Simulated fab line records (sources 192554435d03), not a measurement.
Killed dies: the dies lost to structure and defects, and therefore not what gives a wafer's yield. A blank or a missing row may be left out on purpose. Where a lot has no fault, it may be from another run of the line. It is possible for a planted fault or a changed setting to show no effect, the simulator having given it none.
Split-lot study	flow n5_finfet	39 wafers read from 7 lots, route of 1938 steps

== ON THE SPLIT ==
At N5_MOL_CONTACT_COAG_PRECLEAN_111 (cleans in NF3:NH3, afs cycles 1, time 20 s, sublimation time 60 s), the setting time_s was moved away from the recipe's 20 s on 9 of the 39 wafers read, by -27.2% to +57.3%. The other wafers ran this setting at the recipe's value.

The reading comes from the split's own step.

== THE READING ==
SiNx_of_SPACER0_ALD_07.thk_nm (the simulator's own value, which no gauge read), in nm, at N5_MOL_CONTACT_COAG_PRECLEAN_111 (cleans in NF3:NH3, afs cycles 1, time 20 s, sublimation time 60 s). The file does not state a usual value for it. The 30 wafers here that ran the recipe average 1.1 nm, standard deviation 0.099 nm.

wafer	tool, chamber at the split	time_s as run, s	against the recipe	SiNx_of_SPACER0_ALD_07.thk_nm, nm	against lot-mates on the recipe
L075.1	remote_plasma-02, 1	20	recipe	1.2	-
L075.2	remote_plasma-02, 1	20	recipe	1.2	-
L075.5	remote_plasma-02, 1	20	recipe	1.2	-
L075.3	remote_plasma-02, 1	20	recipe	1	-
L075.4	remote_plasma-02, 1	20	recipe	1	-
L075.6	remote_plasma-02, 1	20	recipe	1	-
L084.2	remote_plasma-02, 1	20	recipe	1	-
L084.4	remote_plasma-02, 1	20	recipe	1.2	-
L084.6	remote_plasma-02, 1	20	recipe	1.2	-
L086.1	remote_plasma-01, 1	20	recipe	1	-
L086.2	remote_plasma-01, 1	20	recipe	1	-
L086.3	remote_plasma-01, 1	20	recipe	1	-
L086.4	remote_plasma-01, 1	20	recipe	1	-
L086.5	remote_plasma-01, 1	20	recipe	1	-
L086.6	remote_plasma-01, 1	20	recipe	1.2	-
L089.1	remote_plasma-01, 0	20	recipe	1	-
L089.2	remote_plasma-01, 0	20	recipe	1	-
L089.5	remote_plasma-01, 0	20	recipe	1	-
L089.3	remote_plasma-01, 0	16.84	-15.8%	1.2	+0.2
L089.4	remote_plasma-01, 0	16.84	-15.8%	1.2	+0.2
L089.6	remote_plasma-01, 0	16.84	-15.8%	1.2	+0.2
L090.1	remote_plasma-02, 0	20	recipe	1.2	-
L090.2	remote_plasma-02, 0	20	recipe	1.2	-
L090.4	remote_plasma-02, 0	20	recipe	1.2	-
L090.3	remote_plasma-02, 0	31.46	+57.3%	0.6	-0.6
L090.5	remote_plasma-02, 0	31.46	+57.3%	0.6	-0.6
L090.6	remote_plasma-02, 0	31.46	+57.3%	0.8	-0.4
L094.1	remote_plasma-01, 1	20	recipe	1.2	-
L094.2	remote_plasma-01, 1	20	recipe	1.2	-
L094.5	remote_plasma-01, 1	20	recipe	1.2	-
L094.6	remote_plasma-01, 1	20	recipe	1.2	-
L094.3	remote_plasma-01, 1	20	recipe	1	-
L094.4	remote_plasma-01, 1	20	recipe	1	-
L092.1	remote_plasma-02, 1	20	recipe	1	-
L092.4	remote_plasma-02, 1	20	recipe	1	-
L092.5	remote_plasma-02, 1	20	recipe	1	-
L092.2	remote_plasma-02, 1	14.55	-27.2%	1.4	+0.4
L092.3	remote_plasma-02, 1	14.55	-27.2%	1.4	+0.4
L092.6	remote_plasma-02, 1	14.55	-27.2%	1.4	+0.4

FIT RESULTS
A straight line over all 39 wafers: SiNx_of_SPACER0_ALD_07.thk_nm changes by -0.00808 nm for each +1% of time_s; r = -0.84; the points scatter about the line by 0.097 nm.
The same after taking each lot's own level away (the mean of its wafers on the recipe; 39 wafers): -0.0105 nm for each +1%; r = -0.92; scatter 0.081 nm.
The reading moves by 0.6 nm for the largest change in time_s, on that fit.
The span of the lots' own levels, 1.00 to 1.20 nm, comes to 2.0 times the standard deviation stated above.
So the slope is not independent of the lot-to-lot level: the two fits are not the same.
Check: with one of the wafers moved furthest among these (+57.3%) left out of the fit, the line predicts -0.579 nm for it against its lot-mates. Against them it came out at -0.6 nm.

== THESE WAFERS: OTHER SPLITS ==
These wafers also went through other splits before the reading. Each is held against what the fit with the lots' levels taken away leaves over:
other split on the same wafers	wafers away from the commonest value	r with SiNx_of_SPACER0_ALD_07.thk_nm (lot level and that fit taken away)
N5_ZERO_LAYER_PECVD_02 time_s	15	-0.06
N5_FIN_SAQP_ETCH_65 time_s	15	-0.23
N5_SD_EPI_N_ETCH_16 target_depth_a	15	+0.17

== THE FILE'S OWN FIT ==
SiNx_of_SPACER0_ALD_07.thk_nm changes by -0.0104 nm for each +1% of time_s, r = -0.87.
